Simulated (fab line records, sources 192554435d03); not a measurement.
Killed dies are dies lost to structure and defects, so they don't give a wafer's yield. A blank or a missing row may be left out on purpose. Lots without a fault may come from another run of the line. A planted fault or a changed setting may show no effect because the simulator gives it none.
Chamber matching | flow n5_finfet | N5_BEOL_M10_ETCH_65 on rie_diel-03: 4 sister chambers
The step etches SiARC in CF4, target depth 39 nm, time 65 s. 18 wafers are shown with their chamber, then 9 later ones without.

WAFERS WITH THEIR CHAMBER
wafer  | chamber | showerhead_plenum_p_Torr (Torr) | oes_product_au (a.u.) | etch_rf_on_time_s (s)
L074.3 | 0       | 2.12                            | 0.62                  | 63.8
L074.4 | 1       | 2.16                            | 0.70                  | 65.9
L074.5 | 1       | 2.16                            | 0.68                  | 66.3
L075.2 | 0       | 2.12                            | 0.62                  | 63.2
L075.5 | 2       | 2.14                            | 0.67                  | 64.9
L075.6 | 3       | 2.27                            | 0.80                  | 64.3
L078.1 | 1       | 2.16                            | 0.68                  | 65.7
L078.2 | 3       | 2.27                            | 0.78                  | 63.6
L078.5 | 1       | 2.16                            | 0.68                  | 65.4
L083.2 | 2       | 2.14                            | 0.66                  | 64.7
L083.5 | 3       | 2.27                            | 0.77                  | 64.2
L083.6 | 1       | 2.16                            | 0.68                  | 65.3
L087.1 | 3       | 2.26                            | 0.75                  | 64.2
L087.4 | 2       | 2.13                            | 0.64                  | 65.7
L087.5 | 3       | 2.26                            | 0.76                  | 64.4
L090.1 | 1       | 2.15                            | 0.67                  | 65.7
L090.2 | 0       | 2.11                            | 0.60                  | 63.6
L090.5 | 1       | 2.15                            | 0.67                  | 65.7

SIGNATURES (means of the wafers above)
reading                  | chamber 0 | chamber 1 | chamber 2 | chamber 3 | scatter within a chamber
showerhead_plenum_p_Torr | 2.1167    | 2.1571    | 2.1367    | 2.2660    | 0.00532
oes_product_au           | 0.6133    | 0.6800    | 0.6567    | 0.7720    | 0.0142
etch_rf_on_time_s        | 63.533    | 65.714    | 65.100    | 64.140    | 0.357
Rule: a wafer's distance from a chamber is the root of the sum, over the readings, of the square of ((its reading less the chamber's mean) divided by the reading's scatter). The wafer belongs to the nearest chamber; if the next one is less than 2 further off, it can't be placed. The scatter: the root of (the sum of the squares of (reading less its chamber's mean) over the shown wafers, divided by (wafers less chambers)).

WAFERS WITHOUT THEIR CHAMBER
wafer  | showerhead_plenum_p_Torr (Torr) | oes_product_au (a.u.) | etch_rf_on_time_s (s)
L092.2 | 2.11                            | 0.59                  | 63.9
L092.3 | 2.13                            | 0.65                  | 65.0
L092.4 | 2.15                            | 0.66                  | 65.9
L093.1 | 2.13                            | 0.64                  | 65.3
L093.3 | 2.26                            | 0.73                  | 65.6
L093.6 | 2.13                            | 0.63                  | 65.9
L094.2 | 2.26                            | 0.73                  | 63.5
L094.3 | 2.15                            | 0.66                  | 65.0
L094.5 | 2.13                            | 0.64                  | 64.4

WHICH CHAMBER EACH WENT THROUGH
wafer  | from the rows above     | in truth
L092.2 | 0                       | 0
L092.3 | 2                       | 2
L092.4 | can't be placed: 1 or 2 | 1
L093.1 | 2                       | 2
L093.3 | 3                       | 3
L093.6 | 2                       | 2
L094.2 | 3                       | 3
L094.3 | can't be placed: 2 or 1 | 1
L094.5 | can't be placed: 2 or 0 | 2
Placed correctly: 6 of 9. Can't be placed from these rows: 3 (the true chamber is among the candidates in 3). Placed wrongly: 0.
